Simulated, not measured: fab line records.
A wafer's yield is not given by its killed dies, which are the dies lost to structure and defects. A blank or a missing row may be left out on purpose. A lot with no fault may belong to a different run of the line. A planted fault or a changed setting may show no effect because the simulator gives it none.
Which tool was responsible? :: flow n5_finfet :: 10 lots, 30 wafers sampled, at 3 steps of a route of 1938

== WHAT THE GAUGES SHOWED, per wafer ==
N5_DUMMY_GATE_INSPECT_17: inspects for defects (brightfield).
lot: L075
measured: day 3 16:07
on: defect_inspect-02
raw_defect_count: 186 187 311

lot: L078
measured: day 4 02:07
on: defect_inspect-01
raw_defect_count: 156 164 136

lot: L080
measured: day 4 10:08
on: defect_inspect-02
raw_defect_count: 188 131 138

lot: L082
measured: day 4 20:52
on: defect_inspect-02
raw_defect_count: 304 251 212

lot: L084
measured: day 5 09:26
on: defect_inspect-01
raw_defect_count: 195 158 217

lot: L087
measured: day 6 10:45
on: defect_inspect-02
raw_defect_count: 162 166 229

lot: L090
measured: day 6 21:36
on: defect_inspect-02
raw_defect_count: 172 230 186

lot: L092
measured: day 7 11:28
on: defect_inspect-01
raw_defect_count: 212 265 274

lot: L094
measured: day 7 21:58
on: defect_inspect-01
raw_defect_count: 114 116 104

lot: L096
measured: day 8 09:48
on: defect_inspect-02
raw_defect_count: 203 280 196

== TOOL THAT RAN EACH LOT (tool first, then ch and the chambers of the sampled wafers, then the start) ==
lot: L075
N5_FIN_CUT_ETCH_20: rie_diel-02 ch 1,2,3, day 2 14:26
N5_STI_FIN_REVEAL_ETCHBACK_08: rie_diel-05 ch 0,1, day 2 21:57

lot: L078
N5_FIN_CUT_ETCH_20: rie_diel-06 ch 1,2,3, day 3 04:09
N5_STI_FIN_REVEAL_ETCHBACK_08: rie_diel-03 ch 0,1, day 3 10:41

lot: L080
N5_FIN_CUT_ETCH_20: rie_diel-02 ch 1,2, day 3 14:54
N5_STI_FIN_REVEAL_ETCHBACK_08: rie_diel-01 ch 1,2,3, day 3 21:38

lot: L082
N5_FIN_CUT_ETCH_20: rie_diel-06 ch 1,3, day 4 02:08
N5_STI_FIN_REVEAL_ETCHBACK_08: rie_diel-01 ch 0,2, day 4 08:58

lot: L084
N5_FIN_CUT_ETCH_20: rie_diel-06 ch 0,1, day 4 15:03
N5_STI_FIN_REVEAL_ETCHBACK_08: rie_diel-03 ch 0,3, day 4 21:39

lot: L087
N5_FIN_CUT_ETCH_20: rie_diel-04 ch 0,3, day 5 11:52
N5_STI_FIN_REVEAL_ETCHBACK_08: rie_diel-05 ch 1,3, day 5 18:26

lot: L090
N5_FIN_CUT_ETCH_20: rie_diel-06 ch 0,1,2, day 6 02:54
N5_STI_FIN_REVEAL_ETCHBACK_08: rie_diel-01 ch 1,2, day 6 09:47

lot: L092
N5_FIN_CUT_ETCH_20: rie_diel-04 ch 0,1, day 6 16:34
N5_STI_FIN_REVEAL_ETCHBACK_08: rie_diel-01 ch 2,3, day 6 23:44

lot: L094
N5_FIN_CUT_ETCH_20: rie_diel-04 ch 0,1,3, day 7 03:35
N5_STI_FIN_REVEAL_ETCHBACK_08: rie_diel-03 ch 0,1, day 7 10:19

lot: L096
N5_FIN_CUT_ETCH_20: rie_diel-04 ch 0,1,3, day 7 14:41
N5_STI_FIN_REVEAL_ETCHBACK_08: rie_diel-03 ch 0,1,3, day 7 21:14
- N5_FIN_CUT_ETCH_20: etches SiARC in CF4, target depth 26 nm, time 43.3 s.
- N5_STI_FIN_REVEAL_ETCHBACK_08: etches SiO2 in C4F6/O2, target depth 30.5 nm, time 10.167 s.

== THE ANSWER, worked out from the rows above alone ==
Rule: the lots themselves supply what counts as usual. The widest of any qualifying gaps counts: lots, ordered by their means at a reading, are off when they make up no more than a third of the lots, leave a main group of 4 or more, and stand apart from it by 3 or more times the standard deviation of that group's means. Not used: any main group whose means are identical at the precision the tables above print for the reading. Also off: a lot with no number at a reading for which 4 or more lots have one. The other lots that the step has rows for count as sound.
None of the lots is off at any reading shown; this tells nothing.

== WHAT WAS PUT IN BY THE SIMULATOR ==
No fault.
